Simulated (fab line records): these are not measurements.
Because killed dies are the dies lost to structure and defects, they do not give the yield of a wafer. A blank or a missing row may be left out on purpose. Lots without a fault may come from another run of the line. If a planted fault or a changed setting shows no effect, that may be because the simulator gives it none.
fab line records | flow n5Finfet
record lots=7 wafers=39
route steps=1938 shown GATE_CUT@484
startH: the number of hours between the record's first day and the start of the first shown wafer of the lot | waitH: hours elapsed since this lot's preceding step | " identical to the entry in the row above | L1.1+2: a row that stands for several wafers | - no value, or no start was given | * or withheld: withheld | < > ~ a bound
route shown NAME@n: NAME is a module with steps in the file, n the number in the route of the first one | usual: mean/standard deviation of fault-free wafers | same: alike in all rows | chamber/n: place in a boat | sites: each site's reading | _std_site: how widely they spread, as a standard deviation | _edge_site: mean of outer sites minus mean of inner sites | radiusMm: for every site, how far away it sits from the centre of the wafer | mask NAME#n: copy n | behind: the last tool/chamber to shape the wafer | hold: why the lot was held/for how many hours/how that ended | device: whichever transistor did not switch (one of n, p or np) | end of line: the route-end tests of the same wafers | a step given without rows: its recipe and nothing more | killed: count of dies lost to structure and defects at first sort (not the wafer's yield) | map: a wafer's dies, x killed, . not, _ none there
set.NAME: the setting as run; set.NAME@STEP: as run at that earlier step | model.NAME: the simulator's own value behind a step, which no gauge read
lots whose settings were changed on purpose; a table a step, a row a wafer
## steps
# step N5_GATE_CUT_EXPOSE_10
# recipe maskId=GATE_CUT na=0.33 sourceShape=annular sigmaInner=0.35 sigmaOuter=0.8 polarization=unpolarized targetCdNm=20 doseMj=43.25
# columns lot.wafer tool chamber startH waitH mask set.doseMj
L074.1+2+3+4+5+6 euvScanner-02 0 84.17 - GATE_CUT#0 43.25
L075.1+5+6 euvScanner-02 0 88.46 - GATE_CUT#0 40.55
L075.2+3+4 " 0 " " GATE_CUT#0 43.25
L078.4+5+6 euvScanner-01 0 109.64 - GATE_CUT#0 43.25
L086.1+2+3+4+5+6 euvScanner-01 0 157.00 - GATE_CUT#0 43.25
L089.1+5+6 euvScanner-01 0 176.70 - GATE_CUT#0 43.25
L089.2+3+4 " 0 " " GATE_CUT#0 44.19
L091.1+4+5 euvScanner-01 0 183.70 - GATE_CUT#0 43.25
L091.2+3+6 " 0 " " GATE_CUT#0 45.17
L094.1+3+5 euvScanner-02 0 202.52 - GATE_CUT#0 41.65
L094.2+4+6 " 0 " " GATE_CUT#0 43.25
# step N5_GATE_CUT_PEB_11
# recipe pebTempC=100 pebTimeS=60 resist=CAR-EUV
# step N5_GATE_CUT_DEVELOP_12
# recipe developTimeS=30 developer=TMAH resist=CAR-EUV rinseLiquid=surfactantRinse dry=airSpin devTempC=23
# step N5_GATE_CUT_CD_MEAS_13
# recipe targetCdNm=20 landingEnergyEv=500 detector=seInlens
# usual cdNm=20.01/0.28
# columns lot.wafer tool chamber startH waitH set.doseMj@GATE_CUT_EXPOSE_10 cdNm
L074.1 cdSem-03 0 84.30 - 43.25 20.29
L074.2 " 0 " " 43.25 19.83
L074.3 " 0 " " 43.25 20.03
L074.4 " 0 " " 43.25 20.42
L074.5 " 0 " " 43.25 19.76
L074.6 " 0 " " 43.25 20.03
L075.1 cdSem-02 0 88.59 - 40.55 18.30
L075.2 " 0 " " 43.25 19.82
L075.3 " 0 " " 43.25 20.14
L075.4 " 0 " " 43.25 20.27
L075.5 " 0 " " 40.55 18.97
L075.6 " 0 " " 40.55 18.67
L078.4 cdSem-03 0 109.76 - 43.25 19.93
L078.5 " 0 " " 43.25 20.10
L078.6 " 0 " " 43.25 20.02
L086.1 cdSem-03 0 157.13 - 43.25 20.01
L086.2 " 0 " " 43.25 19.98
L086.3 " 0 " " 43.25 20.09
L086.4 " 0 " " 43.25 20.01
L086.5 " 0 " " 43.25 19.94
L086.6 " 0 " " 43.25 19.84
L089.1 cdSem-01 0 176.83 - 43.25 20.04
L089.2 " 0 " " 44.19 20.18
L089.3 " 0 " " 44.19 20.28
L089.4 " 0 " " 44.19 20.07
L089.5 " 0 " " 43.25 20.03
L089.6 " 0 " " 43.25 19.19
L091.1 cdSem-03 0 183.83 - 43.25 19.89
L091.2 " 0 " " 45.17 21.14
L091.3 " 0 " " 45.17 20.88
L091.4 " 0 " " 43.25 20.34
L091.5 " 0 " " 43.25 19.75
L091.6 " 0 " " 45.17 20.90
L094.1 cdSem-03 0 202.65 - 41.65 19.39
L094.2 " 0 " " 43.25 20.27
L094.3 " 0 " " 41.65 19.34
L094.4 " 0 " " 43.25 20.18
L094.5 " 0 " " 41.65 19.35
L094.6 " 0 " " 43.25 19.84
# step N5_GATE_CUT_DESCUM_18
# recipe chemistry=O2 timeS=7 sourcePowerW=50 biasPowerW=20 pressureMtorr=20 rfFrequencyHz=2.712e+07 tempC=40 resist=CAR-EUV o2FlowSccm=225
# columns lot.wafer tool chamber startH waitH set.doseMj@GATE_CUT_EXPOSE_10 model.GATE_CUT.cdNm
L074.1 rieDiel-01 2 84.54 0.1 43.25 20.4
L074.2+6 " 3,2 " " 43.25 20.2
L074.3 " 1 " " 43.25 19.8
L074.4 " 0 " " 43.25 20
L074.5 " 1 " " 43.25 19.6
L075.1+6 rieDiel-03 3,2 88.72 0.0 40.55 18.4
L075.2 " 2 " " 43.25 19.8
L075.3+4 " 0,1 " " 43.25 20
L075.5 " 1 " " 40.55 18.8
L078.4+6 rieDiel-03 1,2 109.87 0.0 43.25 19.6
L078.5 " 3 " " 43.25 19.8
L086.1 rieDiel-01 0 157.26 0.0 43.25 20.2
L086.2+3 " 3,2 " " 43.25 20
L086.4+5+6 " 1,0,1 " " 43.25 19.8
L089.1+5 rieDiel-01 2,1 176.96 0.0 43.25 19.8
L089.2+4 " 1,0 " " 44.19 20.2
L089.3 " 3 " " 44.19 20.4
L089.6 " 0 " " 43.25 19.6
L091.1+4+5 rieDiel-03 3,3,1 184.09 0.2 43.25 20
L091.2 " 2 " " 45.17 21
L091.3+6 " 1,2 " " 45.17 20.8
L094.1 rieDiel-03 3 202.77 0.0 41.65 19.2
L094.2+6 " 0,2 " " 43.25 20
L094.3+5 " 1 " " 41.65 19
L094.4 " 2 " " 43.25 20.2
# step N5_GATE_CUT_ETCH_28
# recipe chemistry=N2/H2 target=underlayer targetDepthA=130 maskMaterial=CAR-EUV timeS=10.4 ionEnergyEv=200 pressureMtorr=30 sourceW=840 biasW=150 n2FlowSccm=200 h2FlowSccm=200 ends=cleared
# step N5_GATE_CUT_ETCH_36
# recipe chemistry=CF4 target=SiARC targetDepthA=130 maskMaterial=CAR-EUV timeS=21.7 ionEnergyEv=80 pressureMtorr=40 sourceW=545 biasW=36 Ar_flow_sccm=100 cf4FlowSccm=100 ends=cleared
# columns lot.wafer tool chamber startH waitH set.doseMj@GATE_CUT_EXPOSE_10 model.GATE_CUT.cdNm
L074.1 rieDiel-01 2 84.59 0.0 43.25 20.4
L074.2+4+6 " 3,0,2 " " 43.25 20.2
L074.3+5 " 1 " " 43.25 19.8
L075.1 rieDiel-03 3 88.77 0.0 40.55 18.4
L075.2+3+4 " 2,0,1 " " 43.25 20
L075.5 " 1 " " 40.55 19
L075.6 " 2 " " 40.55 18.6
L078.4+5 rieDiel-03 1,3 109.93 0.0 43.25 19.6
L078.6 " 2 " " 43.25 19.8
L086.1 rieDiel-01 0 157.31 0.0 43.25 20.4
L086.2+5 " 3,0 " " 43.25 19.8
L086.3 " 2 " " 43.25 20
L086.4+6 " 1 " " 43.25 19.6
L089.1 rieDiel-01 2 177.01 0.0 43.25 20
L089.2 " 1 " " 44.19 20
L089.3 " 3 " " 44.19 20.4
L089.4 " 0 " " 44.19 20.2
L089.5+6 " 1,0 " " 43.25 19.6
L091.1+4+5 rieDiel-03 3,3,1 184.14 0.0 43.25 20
L091.2 " 2 " " 45.17 20.8
L091.3+6 " 1,2 " " 45.17 21
L094.1 rieDiel-03 3 202.83 0.0 41.65 19
L094.2+6 " 0,2 " " 43.25 20
L094.3+5 " 1 " " 41.65 19.2
L094.4 " 2 " " 43.25 20.4
# step N5_GATE_CUT_ALD_22
# recipe material=SiNx targetThkA=160 tempC=400 aldPrecursorFamily=SiH2I2 aldCoReactant=N2/H2-plasma pulseTimeS=1 aldCycles=320 purgeTimeS=2 coReactantPurgeTimeS=2 pressureTorr=2
# columns lot.wafer tool chamber startH waitH set.aldCycles model.SiNx_of_GATE_CUT_ALD_22.thkNm
L074.1+3+4+5+6 aldSin-01 2,0,3,1,2 85.81 0.2 320 16
L074.2 " 1 " " 320 15.8
L075.1+6 aldSin-01 3 90.53 0.7 320 16
L075.2+3+4+5 " 1,2,0,2 " " 320 15.8
L078.4+5+6 aldSin-02 2,0,1 110.99 0.3 320 16
L086.1+5+6 aldSin-01 3,1,0 158.30 0.2 320 16
L086.2+3+4 " 0,2,1 " " 362 18
L089.1+5 aldSin-01 0 178.90 1.1 339 17
L089.2+4 " 3,1 " " 320 15.8
L089.3 " 2 " " 339 16.8
L089.6 " 3 " " 320 16
L091.1+3+4 aldSin-02 1,0,3 184.93 0.0 320 16
L091.2+5 " 2,1 " " 347 17.2
L091.6 " 2 " " 347 17.4
L094.1+2+4 aldSin-01 0,2,1 203.61 0.0 320 16
L094.3+6 " 3,1 " " 343 17.2
L094.5 " 2 " " 343 17
## key
split step=N5_GATE_CUT_EXPOSE_10 setting=doseMj stated=43.25 by=wafer
response step=N5_GATE_CUT_CD_MEAS_13 reading=cdNm change=+0.219 per=1% r=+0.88
response step=N5_GATE_CUT_DESCUM_18 reading=model.GATE_CUT.cdNm change=+0.226 per=1% r=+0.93
response step=N5_GATE_CUT_ETCH_36 reading=model.GATE_CUT.cdNm change=+0.223 per=1% r=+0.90
split step=N5_GATE_CUT_ALD_22 setting=aldCycles stated=320 by=wafer
response step=N5_GATE_CUT_ALD_22 reading=model.SiNx_of_GATE_CUT_ALD_22.thkNm change=+0.156 per=1% r=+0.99
